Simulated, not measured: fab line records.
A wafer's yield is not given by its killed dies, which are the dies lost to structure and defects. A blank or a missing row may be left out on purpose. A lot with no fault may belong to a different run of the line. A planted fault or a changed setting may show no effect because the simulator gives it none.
What tool caused it? | flow n5_finfet | 10 lots with 30 wafers sampled at 5 steps, on a route of 1938 steps

== WHAT EACH GAUGE READ, for each wafer ==
N5_BEOL_M14_CD_MEAS_17: the cd target is 250 nm. Usual: cd_nm 251.0 nm, standard deviation 1.6.
lot  | measured     | on        | cd_nm (nm)        | flag
L198 | day 11 12:17 | cd_sem-02 | 250.4 250.3 251.5 |
L202 | day 12 00:50 | cd_sem-01 | 248.1 249.4 249.9 |
L203 | day 12 06:26 | cd_sem-01 | 250.7 250.4 249.2 |
L206 | day 13 05:08 | cd_sem-02 | 253.3 253.8 251.2 |
L204 | day 13 12:49 | cd_sem-02 | 253.6 252.2 253.3 |
L211 | day 14 00:20 | cd_sem-02 | 250.0 248.5 250.1 |
L215 | day 15 03:50 | cd_sem-03 | 251.5 251.9 253.3 |
L213 | day 15 09:50 | cd_sem-03 | 251.4 250.2 251.3 |
L219 | day 16 09:16 | cd_sem-01 | 250.0 248.4 248.2 |
L220 | day 16 11:53 | cd_sem-01 | 253.7 251.8 251.7 |

N5_BEOL_M14_CD_MEAS_28: the cd target is 284.4 nm. Usual: cd_nm 284.5 nm, standard deviation 1.3.
lot  | measured     | on        | cd_nm (nm)        | flag
L198 | day 11 12:37 | cd_sem-02 | 283.2 283.0 285.4 |
L202 | day 12 01:17 | cd_sem-03 | 285.0 284.4 286.1 |
L203 | day 12 06:53 | cd_sem-03 | 283.6 282.7 283.6 |
L206 | day 13 05:28 | cd_sem-03 | 282.6 284.4 283.6 |
L204 | day 13 13:16 | cd_sem-02 | 284.2 284.1 283.0 |
L211 | day 14 00:40 | cd_sem-03 | 292.6 292.2 293.3 | OFF
L215 | day 15 04:18 | cd_sem-03 | 289.2 289.9 289.7 | OFF
L213 | day 15 10:17 | cd_sem-03 | 284.0 285.4 286.2 |
L219 | day 16 09:43 | cd_sem-03 | 284.1 283.7 283.5 |
L220 | day 16 12:12 | cd_sem-02 | 284.8 285.1 285.1 |

N5_BEOL_M14_OCD_MEAS_35. Usual: trench_depth_nm 556 nm, standard deviation 6.8.
lot  | measured     | on     | trench_depth_nm (nm) | flag
L198 | day 11 13:19 | ocd-02 | 547 562 558          |
L202 | day 12 01:59 | ocd-01 | 559 561 559          |
L203 | day 12 07:45 | ocd-02 | 565 552 560          |
L206 | day 13 06:10 | ocd-02 | 565 560 562          |
L204 | day 13 13:58 | ocd-02 | 564 555 557          |
L211 | day 14 01:22 | ocd-01 | 566 566 565          |
L215 | day 15 04:59 | ocd-02 | 553 550 556          |
L213 | day 15 10:59 | ocd-01 | 550 547 548          |
L219 | day 16 10:25 | ocd-01 | 558 563 544          |
L220 | day 16 12:54 | ocd-01 | 555 541 553          |

== WHICH TOOL RAN EACH LOT (tool, then ch and the chambers of the sampled wafers, then the start) ==
lot  | N5_BEOL_M14_STRIP_64                          | N5_BEOL_M14_EXPOSE_25
L198 | rie_diel-02 ch 0,2,3, day 11 12:17 or earlier | krf_scanner-02 ch 0, day 11 12:28
L202 | rie_diel-02 ch 0,2,3, day 12 00:50 or earlier | krf_scanner-01 ch 0, day 12 01:07
L203 | rie_diel-04 ch 0,3, day 12 06:26 or earlier   | krf_scanner-02 ch 0, day 12 06:43
L206 | rie_diel-02 ch 0,1,3, day 13 05:08 or earlier | krf_scanner-01 ch 0, day 13 05:17
L204 | rie_diel-03 ch 1,2, day 13 12:49 or earlier   | krf_scanner-02 ch 0, day 13 13:05
L211 | rie_diel-02 ch 0,1,2, day 14 00:20 or earlier | krf_scanner-02 ch 0, day 14 00:29
L215 | rie_diel-04 ch 0,2,3, day 15 03:50 or earlier | krf_scanner-02 ch 0, day 15 04:07
L213 | rie_diel-03 ch 0,2,3, day 15 09:50 or earlier | krf_scanner-01 ch 0, day 15 10:07
L219 | rie_diel-02 ch 1,2, day 16 09:16 or earlier   | krf_scanner-01 ch 0, day 16 09:32
L220 | rie_diel-02 ch 0,1,2, day 16 11:53 or earlier | krf_scanner-01 ch 0, day 16 12:02
- N5_BEOL_M14_STRIP_64: strips in O2.
- N5_BEOL_M14_EXPOSE_25: exposes mask M14, target cd 280 nm.

== WHAT THE TOOLS THEMSELVES READ (means of the sampled wafers that have a number; where no wafer has one, the mark that the record gives instead) ==
N5_BEOL_M14_STRIP_64. Usual: value, then standard deviation, for each; chamber_pressure_mTorr 30.001 mTorr / 0.025; drypump_motor_current_A 5.6 A / 0.54; oes_product_au 0.80 a.u. / 0.062; rf_vpp_V 3.7 V / 0.47; showerhead_plenum_p_Torr 2.11 Torr / 0.069; temp_c 60.02 C / 0.12; throttle_valve_pct 16.59 % / 0.19.
lot  | tool        | chamber_pressure_mTorr (mTorr) | drypump_motor_current_A (A) | oes_product_au (a.u.) | rf_vpp_V (V) | showerhead_plenum_p_Torr (Torr) | temp_c (C) | throttle_valve_pct (%) | flag
L198 | rie_diel-02 | 30.028                         | 5.5                         | 0.84                  | 3.4          | 2.11                            | 59.97      | 16.52                  |
L202 | rie_diel-02 | 30.022                         | 5.5                         | 0.82                  | 3.9          | 2.11                            | 60.01      | 16.53                  |
L203 | rie_diel-04 | 29.978                         | 5.7                         | 0.87                  | 3.7          | 2.10                            | 60.02      | 16.52                  |
L206 | rie_diel-02 | 30.036                         | 5.3                         | 0.79                  | 3.5          | 2.13                            | 59.88      | 16.60                  |
L204 | rie_diel-03 | 29.993                         | 5.5                         | 0.85                  | 4.0          | 2.08                            | 60.09      | 16.39                  |
L211 | rie_diel-02 | 29.999                         | 5.5                         | 0.82                  | 3.6          | 2.12                            | 59.89      | 16.49                  |
L215 | rie_diel-04 | 30.015                         | 5.6                         | 0.79                  | 3.5          | 2.11                            | 59.90      | 16.66                  |
L213 | rie_diel-03 | 30.020                         | 5.4                         | 0.77                  | 3.9          | 2.10                            | 59.97      | 16.66                  |
L219 | rie_diel-02 | 29.995                         | 5.3                         | 0.80                  | 3.5          | 2.05                            | 60.04      | 16.49                  |
L220 | rie_diel-02 | 29.965                         | 5.5                         | 0.79                  | 4.1          | 2.11                            | 59.95      | 16.52                  |

N5_BEOL_M14_EXPOSE_25. Usual: exposure_dose_mJ_cm2 26.588, standard deviation 0.023; stage_vel_mm_s 499.97 mm/s, standard deviation 0.23.
lot  | tool           | exposure_dose_mJ_cm2 | stage_vel_mm_s (mm/s) | flag
L198 | krf_scanner-02 | 26.602               | 499.87                |
L202 | krf_scanner-01 | 26.609               | 499.96                |
L203 | krf_scanner-02 | 26.573               | 499.75                |
L206 | krf_scanner-01 | 26.595               | 499.87                |
L204 | krf_scanner-02 | 26.622               | 500.01                |
L211 | krf_scanner-02 | 27.590               | 499.80                | OFF
L215 | krf_scanner-02 | 27.377               | 500.02                | OFF
L213 | krf_scanner-01 | 26.561               | 500.49                |
L219 | krf_scanner-01 | 26.575               | 499.67                |
L220 | krf_scanner-01 | 26.569               | 499.81                |

== THE ANSWER, worked out from the rows above alone ==
Rule: take the mean of a lot's wafers that have a number; if it is more than 3 standard deviations from the usual mean, the lot is off. A lot without any number at a reading at which 4 lots or more have one is off too. Where the step has rows for the other lots, those lots are counted as sound. After the gauges, taken in route order, come the tools' own readings; for these a lot's mean is taken, as printed above. At the first step where some lot is off, the reading lying furthest off is the one used; lots without a number count as furthest.
Off: L211, L215 (N5_BEOL_M14_CD_MEAS_28, cd_nm).
If a tool, at a process step before that reading, ran all the lots that are off and no sound lot after the first of them, it fits. The gauges at N5_BEOL_M14_CD_MEAS_28 aren't tried: what is off there is off at N5_BEOL_M14_EXPOSE_25 too, on other tools, and a gauge's error can't cause that. N5_BEOL_M14_STRIP_64 gives no start for some lots, so the hours and the order of its lots are those of N5_BEOL_M14_CD_MEAS_17. One fits: N5_BEOL_M14_EXPOSE_25 on krf_scanner-02. Its last sound lot is L204 (day 13 13:05), its first lot that is off L211 (day 14 00:29): a fault that began between those two fits.
On the lots that are off, the tool's own readings at N5_BEOL_M14_EXPOSE_25 differ by more than 5 times the standard deviation of the sound lots' means, which bears it out; exposure_dose_mJ_cm2 reads 27.483 there versus 26.588 on the sound lots.

== WHAT WAS PUT IN BY THE SIMULATOR ==
Process parameters drifting: krf_scanner-02 at N5_BEOL_M14_EXPOSE_25, beginning at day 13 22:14. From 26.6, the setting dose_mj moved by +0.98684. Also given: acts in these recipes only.
Struck lots among those shown: L211, L215. The same result came from the rule above.
